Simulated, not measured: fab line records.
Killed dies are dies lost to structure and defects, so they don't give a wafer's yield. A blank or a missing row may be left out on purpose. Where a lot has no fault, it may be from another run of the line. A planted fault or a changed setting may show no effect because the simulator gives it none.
What tool caused it? -- flow n5Finfet -- 22 lots, 66 wafers sampled, at 6 steps of a route of 1938

WHAT THE GAUGES SHOWED, per wafer
No reading from a measuring or inspecting step in the record can be judged against a usual standard deviation.

WHAT TOOL EACH LOT RAN ON (gives the tool, then ch and the chambers of the sampled wafers, and finally the start)
lot,N5_BEOL_M4_ETCH_63,N5_BEOL_M4_STRIP_66,N5_BEOL_M4_HM_OPEN_17,N5_BEOL_M4_SPUTTER_79,N5_BEOL_M4_DEP_57,N5_BEOL_M5_CURE_79
L074,"rieDiel-01 ch 0,3, day 7 08:02","rieDiel-01 ch 0,3, day 7 08:11","rieMetal-03 ch 0,1, day 7 08:14","pvdSputter-01, day 7 12:40","pecvd-01 ch 0,2, day 7 15:12","uvCure-02 ch 2, day 7 16:52"
L076,"rieDiel-06 ch 1,3, day 8 00:02","rieDiel-06 ch 1,3, day 8 00:12","rieMetal-02 ch 0,1, day 8 00:14","pvdSputter-01, day 8 04:45","pecvd-03 ch 0,1,2, day 8 07:17","uvCure-02 ch 1, day 8 08:25"
L075,"rieDiel-01 ch 1,2, day 8 01:13","rieDiel-01 ch 1,2, day 8 01:23","rieMetal-03 ch 0,1, day 8 01:25","pvdSputter-03, day 8 08:35","pecvd-01 ch 0,1,2, day 8 11:26","uvCure-02 ch 2, day 8 12:35"
L077,"rieDiel-06 ch 2,3, day 8 07:06","rieDiel-06 ch 2,3, day 8 07:16","rieMetal-02 ch 0,1, day 8 07:18","pvdSputter-03, day 8 10:41","pecvd-01 ch 0,1, day 8 13:13","uvCure-02 ch 2, day 8 14:26"
L078,"rieDiel-06 ch 0,2,3, day 8 07:31","rieDiel-06 ch 0,2,3, day 8 07:41","rieMetal-03 ch 0,1, day 8 07:44","pvdSputter-02, day 8 12:04","pecvd-03 ch 0,1, day 8 14:35","uvCure-03 ch 0, day 8 15:44"
L079,"rieDiel-06 ch 1,2,3, day 8 08:18","rieDiel-06 ch 1,2,3, day 8 08:28","rieMetal-02 ch 0,1, day 8 08:30","pvdSputter-01, day 8 12:09","pecvd-01 ch 1,2, day 8 14:44","uvCure-02 ch 0, day 8 15:53"
L081,"rieDiel-06 ch 0,3, day 8 19:05","rieDiel-06 ch 0,3, day 8 19:15","rieMetal-02 ch 0,1, day 8 19:17","pvdSputter-01, day 9 03:19","pecvd-01 ch 0,1, day 9 05:54","uvCure-01 ch 0, day 9 07:12"
L080,"rieDiel-01 ch 0,1,3, day 9 00:19","rieDiel-01 ch 0,1,3, day 9 00:29","rieMetal-02 ch 0,1, day 9 00:31","pvdSputter-01, day 9 07:25","pecvd-03 ch 1,2, day 9 10:01","uvCure-02 ch 2, day 9 11:16"
L082,"rieDiel-03 ch 2,3, day 9 09:49","rieDiel-03 ch 2,3, day 9 09:58","rieMetal-01 ch 0,1, day 9 10:01","pvdSputter-03, day 9 12:56","pecvd-03 ch 0,1,2, day 9 15:28","uvCure-02 ch 1, day 9 16:36"
L083,"rieDiel-03 ch 0,2,3, day 10 00:15","rieDiel-03 ch 0,2,3, day 10 00:25","rieMetal-03 ch 0,1, day 10 00:27","pvdSputter-03, day 10 05:01","pecvd-01 ch 0,1,2, day 10 07:34","uvCure-03 ch 2, day 10 08:49"
L085,"rieDiel-01 ch 0,1,3, day 10 01:59","rieDiel-01 ch 0,1,3, day 10 02:09","rieMetal-03 ch 0,1, day 10 02:12","pvdSputter-02, day 10 06:23","pecvd-04 ch 0,1, day 10 09:06","uvCure-03 ch 2, day 10 10:22"
L086,"rieDiel-01 ch 0,1,2, day 10 09:08","rieDiel-01 ch 0,1,2, day 10 09:18","rieMetal-02 ch 0,1, day 10 09:20","pvdSputter-02, day 10 12:21","pecvd-03 ch 0,1,2, day 10 14:53","uvCure-03 ch 1, day 10 16:08"
L087,"rieDiel-03 ch 0,1,3, day 11 03:26","rieDiel-03 ch 0,1,3, day 11 03:35","rieMetal-02 ch 1, day 11 03:38","pvdSputter-03, day 11 08:17","pecvd-03 ch 0,2, day 11 10:52","uvCure-01 ch 2, day 11 12:23"
L088,"rieDiel-06 ch 0,2,3, day 11 06:56","rieDiel-06 ch 0,2,3, day 11 07:05","rieMetal-03 ch 0,1, day 11 07:08","pvdSputter-03, day 11 11:00","pecvd-04 ch 1,2, day 11 13:35","uvCure-01 ch 0, day 11 14:43"
L090,"rieDiel-03 ch 0,1,3, day 11 10:32","rieDiel-03 ch 0,1,3, day 11 10:41","rieMetal-03 ch 0,1, day 11 10:44","pvdSputter-03, day 11 15:54","pecvd-04 ch 0,1, day 11 18:25","uvCure-03 ch 0, day 11 19:47"
L091,"rieDiel-01 ch 0,2,3, day 11 15:33","rieDiel-01 ch 0,2,3, day 11 15:43","rieMetal-01 ch 0,1, day 11 15:47","pvdSputter-01, day 11 21:11","pecvd-03 ch 0,1,2, day 11 23:44","uvCure-03 ch 0, day 12 01:02"
L092,"rieDiel-06 ch 0,2, day 11 20:10","rieDiel-06 ch 0,2, day 11 20:25","rieMetal-01 ch 0,1, day 11 20:28","pvdSputter-01, day 12 03:34","pecvd-01 ch 0,1,2, day 12 06:10","uvCure-02 ch 0, day 12 07:19"
L093,"rieDiel-03 ch 0,2,3, day 11 20:48","rieDiel-03 ch 0,2,3, day 11 20:58","rieMetal-02 ch 0,1, day 11 21:02","pvdSputter-02, day 12 00:47","pecvd-04 ch 0,1,2, day 12 03:20","uvCure-03 ch 2, day 12 04:43"
L094,"rieDiel-03 ch 1,2, day 12 15:35","rieDiel-03 ch 1,2, day 12 15:45","rieMetal-01 ch 0,1, day 12 15:48","pvdSputter-03, day 12 21:18","pecvd-03 ch 0,2, day 12 23:49","uvCure-03 ch 2, day 13 01:09"
L095,"rieDiel-01 ch 0,1, day 12 20:58","rieDiel-01 ch 0,1, day 12 21:08","rieMetal-03 ch 0, day 12 21:10","pvdSputter-01, day 13 00:59","pecvd-03 ch 0,2, day 13 03:31","uvCure-03 ch 1, day 13 04:55"
L096,"rieDiel-03 ch 1,2,3, day 13 02:19","rieDiel-03 ch 1,2,3, day 13 02:29","rieMetal-03 ch 0, day 13 02:31","pvdSputter-01, day 13 04:58","pecvd-03 ch 0,1,2, day 13 10:04","uvCure-03 ch 0, day 13 11:12"
L097,"rieDiel-03 ch 1,2, day 13 02:39","rieDiel-03 ch 1,2, day 13 02:49","rieMetal-03 ch 0, day 13 02:52","pvdSputter-01, day 13 06:51","pecvd-01 ch 1,2, day 13 09:58","uvCure-02 ch 2, day 13 11:07"
- N5_BEOL_M4_ETCH_63: etches SiARC in CF4, target depth 15.6 nm, time 26 s.
- N5_BEOL_M4_STRIP_66: strips in CF4.
- N5_BEOL_M4_HM_OPEN_17: chemistry Cl2/BCl3, target TiN, target depth 20 nm, overetch 6 nm.
- N5_BEOL_M4_SPUTTER_79: material Cu, target thk 4.5 nm, time 8.29 s.
- N5_BEOL_M4_DEP_57: deposits SiCN from 3MS/NH3, target thk 8 nm, time 14 s.
- N5_BEOL_M5_CURE_79: cures SiCOH lowk, time 240 s.

AS READ BY THE TOOLS THEMSELVES (means over the sampled wafers that have a number; for cases with no such wafer, the mark the record gives instead)
N5_BEOL_M4_ETCH_63. Usual: drypumpMotorCurrentA 5.5 A, standard deviation 0.5; etchRfOnTimeS 26.0 s, standard deviation 0.56; oesProductAu 0.67 a.u., standard deviation 0.06; rfFwdPowerW 532.2 W, standard deviation 2; rfVppV 184.0 V, standard deviation 1.2; showerheadPlenumPTorr 2.13 Torr, standard deviation 0.074; throttleValvePct 15.63 %, standard deviation 0.26.
lot,tool,drypumpMotorCurrentA (A),etchRfOnTimeS (s),oesProductAu (a.u.),rfFwdPowerW (W),rfVppV (V),showerheadPlenumPTorr (Torr),throttleValvePct (%),flag
L074,rieDiel-01,5.9,25.5,0.67,533.4,185.1,2.17,15.66,
L076,rieDiel-06,5.1,26.5,0.69,532.3,183.6,2.10,15.35,
L075,rieDiel-01,5.3,26.4,0.72,532.6,185.0,2.20,15.70,
L077,rieDiel-06,5.0,25.8,0.70,533.2,182.9,2.07,15.36,
L078,rieDiel-06,5.0,25.7,0.67,532.6,184.8,2.11,15.56,
L079,rieDiel-06,5.1,26.0,0.68,532.2,183.5,2.10,15.50,
L081,rieDiel-06,4.9,26.3,0.66,529.6,184.1,2.12,15.43,
L080,rieDiel-01,6.0,26.0,0.72,535.9,184.5,2.16,15.52,
L082,rieDiel-03,5.8,26.2,0.72,532.1,184.0,2.14,15.65,
L083,rieDiel-03,5.9,25.8,0.66,532.8,183.5,2.14,15.76,
L085,rieDiel-01,5.9,25.5,0.71,534.2,185.1,2.16,15.55,
L086,rieDiel-01,5.5,26.3,0.68,534.2,183.3,2.15,15.74,
L087,rieDiel-03,5.6,25.6,0.67,532.2,184.0,2.15,15.57,
L088,rieDiel-06,5.0,26.2,0.65,531.6,183.9,2.11,15.60,
L090,rieDiel-03,5.6,26.0,0.67,532.7,184.6,2.15,15.59,
L091,rieDiel-01,5.7,26.2,0.65,533.7,185.2,2.20,15.74,
L092,rieDiel-06,5.1,25.9,0.62,530.4,183.8,2.15,15.83,
L093,rieDiel-03,5.9,26.1,0.64,532.0,183.8,2.14,15.80,
L094,rieDiel-03,5.5,26.4,0.61,530.5,182.5,2.05,15.74,
L095,rieDiel-01,5.6,25.7,0.65,534.7,184.1,2.10,15.76,
L096,rieDiel-03,5.5,26.3,0.65,532.7,182.9,2.09,15.63,
L097,rieDiel-03,5.4,26.5,0.60,529.0,183.3,2.05,15.75,

N5_BEOL_M4_STRIP_66. Usual: drypumpMotorCurrentA 5.5 A, standard deviation 0.5; oesProductAu 0.77 a.u., standard deviation 0.068; rfFwdPowerW 292.6 W, standard deviation 0.85; rfVppV 271.1 V, standard deviation 1.6; showerheadPlenumPTorr 1.79 Torr, standard deviation 0.063; throttleValvePct 13.61 %, standard deviation 0.27.
lot,tool,drypumpMotorCurrentA (A),oesProductAu (a.u.),rfFwdPowerW (W),rfVppV (V),showerheadPlenumPTorr (Torr),throttleValvePct (%),flag
L074,rieDiel-01,5.9,0.76,292.4,270.8,1.82,13.66,
L076,rieDiel-06,5.1,0.81,292.6,269.3,1.77,13.32,
L075,rieDiel-01,5.3,0.84,293.1,272.8,1.84,13.64,
L077,rieDiel-06,5.0,0.80,293.0,269.5,1.74,13.34,
L078,rieDiel-06,5.0,0.77,293.2,271.6,1.77,13.56,
L079,rieDiel-06,5.1,0.80,293.3,270.3,1.76,13.47,
L081,rieDiel-06,4.9,0.78,292.5,271.5,1.78,13.43,
L080,rieDiel-01,5.9,0.82,292.3,271.5,1.82,13.50,
L082,rieDiel-03,5.8,0.83,292.6,271.5,1.79,13.60,
L083,rieDiel-03,5.9,0.75,291.8,271.7,1.80,13.75,
L085,rieDiel-01,5.9,0.81,293.3,271.8,1.82,13.51,
L086,rieDiel-01,5.5,0.79,292.4,271.9,1.80,13.71,
L087,rieDiel-03,5.6,0.78,293.2,271.3,1.80,13.54,
L088,rieDiel-06,5.1,0.75,291.8,270.9,1.77,13.60,
L090,rieDiel-03,5.6,0.77,293.0,270.7,1.80,13.55,
L091,rieDiel-01,5.8,0.75,292.6,271.3,1.85,13.73,
L092,rieDiel-06,5.1,0.72,292.4,271.7,1.81,13.82,
L093,rieDiel-03,5.9,0.74,292.9,271.7,1.79,13.79,
L094,rieDiel-03,5.4,0.71,293.2,269.4,1.71,13.71,
L095,rieDiel-01,5.6,0.75,292.6,270.7,1.77,13.77,
L096,rieDiel-03,5.5,0.76,292.8,269.9,1.75,13.59,
L097,rieDiel-03,5.4,0.70,291.6,268.7,1.71,13.73,

N5_BEOL_M4_HM_OPEN_17. Usual: drypumpMotorCurrentA 6.0 A, standard deviation 0.63; oesProductAu 0.58 a.u., standard deviation 0.066; rfFwdPowerW 994 W, standard deviation 3.9; throttleValvePct 22.34 %, standard deviation 0.2.
lot,tool,drypumpMotorCurrentA (A),oesProductAu (a.u.),rfFwdPowerW (W),throttleValvePct (%),flag
L074,rieMetal-03,5.4,0.55,997,22.34,
L076,rieMetal-02,6.2,0.56,993,22.56,
L075,rieMetal-03,5.4,0.55,993,22.33,
L077,rieMetal-02,6.1,0.57,996,22.56,
L078,rieMetal-03,5.4,0.55,988,22.34,
L079,rieMetal-02,6.1,0.56,993,22.48,
L081,rieMetal-02,6.0,0.56,988,22.48,
L080,rieMetal-02,6.0,0.56,993,22.47,
L082,rieMetal-01,5.8,0.56,997,22.12,
L083,rieMetal-03,6.1,0.56,993,22.31,
L085,rieMetal-03,6.1,0.56,994,22.32,
L086,rieMetal-02,6.0,0.56,994,22.48,
L087,rieMetal-02,6.3,0.57,996,22.66,
L088,rieMetal-03,5.4,0.54,987,22.35,
L090,rieMetal-03,5.4,0.54,992,22.36,
L091,rieMetal-01,5.8,0.75,992,21.96,
L092,rieMetal-01,5.6,0.71,994,22.01,
L093,rieMetal-02,6.0,0.56,994,22.49,
L094,rieMetal-01,5.6,0.70,991,22.00,
L095,rieMetal-03,6.7,0.57,994,22.29,
L096,rieMetal-03,6.7,0.57,999,22.29,
L097,rieMetal-03,6.6,0.57,997,22.28,

N5_BEOL_M4_SPUTTER_79. Usual: susceptorTempC -19.99 C, standard deviation 0.1; throttleValvePct 30.6 %, standard deviation 0.84.
lot,tool,susceptorTempC (C),throttleValvePct (%),flag
L074,pvdSputter-01,-19.94,31.1,
L076,pvdSputter-01,-20.02,30.8,
L075,pvdSputter-03,-20.07,30.2,
L077,pvdSputter-03,-20.11,30.9,
L078,pvdSputter-02,-20.09,30.4,
L079,pvdSputter-01,-19.91,30.8,
L081,pvdSputter-01,-19.85,30.8,
L080,pvdSputter-01,-19.96,31.3,
L082,pvdSputter-03,-20.02,30.9,
L083,pvdSputter-03,-20.04,30.2,
L085,pvdSputter-02,-20.04,30.5,
L086,pvdSputter-02,-20.05,30.3,
L087,pvdSputter-03,-19.96,30.4,
L088,pvdSputter-03,-19.96,29.7,
L090,pvdSputter-03,-20.07,29.9,
L091,pvdSputter-01,-19.99,30.7,
L092,pvdSputter-01,-20.01,30.2,
L093,pvdSputter-02,-20.02,30.8,
L094,pvdSputter-03,-19.89,30.4,
L095,pvdSputter-01,-19.97,31.3,
L096,pvdSputter-01,-19.97,31.1,
L097,pvdSputter-01,-19.99,30.8,

N5_BEOL_M4_DEP_57. Usual: rfFwdPowerW 199.6 W, standard deviation 0.86; showerheadPlenumPTorr 3.666 Torr, standard deviation 0.012; throttleValvePct 9.3 %, standard deviation 0.65.
lot,tool,rfFwdPowerW (W),showerheadPlenumPTorr (Torr),throttleValvePct (%),flag
L074,pecvd-01,199.4,3.660,9.5,
L076,pecvd-03,199.2,3.673,9.0,
L075,pecvd-01,199.1,3.661,9.7,
L077,pecvd-01,198.8,3.666,10.3,
L078,pecvd-03,200.3,3.674,9.1,
L079,pecvd-01,198.9,3.670,10.0,
L081,pecvd-01,200.1,3.668,10.0,
L080,pecvd-03,200.5,3.681,9.0,
L082,pecvd-03,200.2,3.668,9.0,
L083,pecvd-01,199.7,3.661,9.8,
L085,pecvd-04,200.3,3.654,9.1,
L086,pecvd-03,199.9,3.668,9.0,
L087,pecvd-03,199.1,3.656,9.1,
L088,pecvd-04,200.0,3.663,8.4,
L090,pecvd-04,199.2,3.655,9.2,
L091,pecvd-03,200.5,3.667,9.2,
L092,pecvd-01,199.3,3.670,9.8,
L093,pecvd-04,199.6,3.659,8.7,
L094,pecvd-03,199.4,3.663,9.2,
L095,pecvd-03,199.5,3.659,9.2,
L096,pecvd-03,200.4,3.673,9.2,
L097,pecvd-01,198.9,3.673,9.6,

N5_BEOL_M5_CURE_79. Usual: lampPowerPct 52.32 %, standard deviation 0.057; wafer_temp_C_max 386.6, standard deviation 0.68.
lot,tool,lampPowerPct (%),wafer_temp_C_max,flag
L074,uvCure-02,52.41,385.9,
L076,uvCure-02,52.28,386.4,
L075,uvCure-02,52.28,386.1,
L077,uvCure-02,52.35,386.3,
L078,uvCure-03,52.28,387.9,
L079,uvCure-02,52.28,387.5,
L081,uvCure-01,52.32,386.5,
L080,uvCure-02,52.32,386.4,
L082,uvCure-02,52.30,385.9,
L083,uvCure-03,52.35,386.1,
L085,uvCure-03,52.31,386.4,
L086,uvCure-03,52.35,386.5,
L087,uvCure-01,52.31,387.2,
L088,uvCure-01,52.32,387.3,
L090,uvCure-03,52.38,387.3,
L091,uvCure-03,52.29,387.1,
L092,uvCure-02,52.31,387.8,
L093,uvCure-03,52.35,385.7,
L094,uvCure-03,52.34,385.7,
L095,uvCure-03,52.30,386.1,
L096,uvCure-03,52.39,387.1,
L097,uvCure-02,52.31,386.4,

THE ANSWER, worked out from the rows above alone
Rule: take the mean of a lot's wafers that have a number; if it is more than 3 standard deviations from the usual mean, the lot is off. A lot without any number at a reading at which 4 lots or more have one is off too. Where the step has rows for the other lots, those lots are counted as sound. First the gauges in route order, then the tools' own readings, where a lot's mean is used as printed above. At the first step where some lot is off, the reading lying furthest off is the one used; lots without a number count as furthest.
Across all readings shown, no lot is off: no conclusion can be drawn from this.

WHAT HAD BEEN PUT IN BY THE SIMULATOR
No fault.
